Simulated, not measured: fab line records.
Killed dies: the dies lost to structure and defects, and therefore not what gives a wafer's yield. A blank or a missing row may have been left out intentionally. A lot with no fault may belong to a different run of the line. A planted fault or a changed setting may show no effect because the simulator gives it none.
The tool behind it: which one? ; flow nand_harc ; 12 lots, 36 wafers sampled, at 1 step of a route of 1302

== WHAT THE GAUGES SHOWED, per wafer ==
NHARC_P_M2_INSPECT_11.
lot;measured;on;raw_defect_count
L075;day 6 18:09;defect_inspect-02;4 1 3
L077;day 7 11:35;defect_inspect-01;2 6 2
L079;day 8 12:43;defect_inspect-02;7 0 2
L081;day 9 08:59;defect_inspect-01;6 4 4
L083;day 10 02:28;defect_inspect-02;3 5 2
L085;day 10 21:38;defect_inspect-01;8 8 11
L087;day 11 22:02;defect_inspect-01;4 5 7
L089;day 12 12:11;defect_inspect-01;3 7 1
L091;day 13 07:11;defect_inspect-01;3 8 4
L093;day 14 06:47;defect_inspect-02;6 6 5
L095;day 15 17:44;defect_inspect-01;4 6 1
L097;day 16 05:43;defect_inspect-02;10 6 6

== TOOL THAT RAN EACH LOT (tool first, then ch and the chambers of the sampled wafers, then the start) ==
Before these readings, the record contains no process step.

== THE ANSWER, worked out from the rows above alone ==
Rule: the lots themselves supply what counts as usual. Put in order of their means at a reading, lots are off if they are a third of the lots or fewer, leave a main group of 4 or more, and stand apart from it by a gap of 3 or more times the standard deviation of the main group's means; of several such gaps the widest counts. Not used: any main group whose means are identical at the precision the tables above print for the reading. Also off: a lot with no number at a reading for which 4 or more lots have one. The other lots that the step has rows for count as sound.
No lot is off at any reading shown: from this, nothing can be told.

== WHAT WAS PUT IN BY THE SIMULATOR ==
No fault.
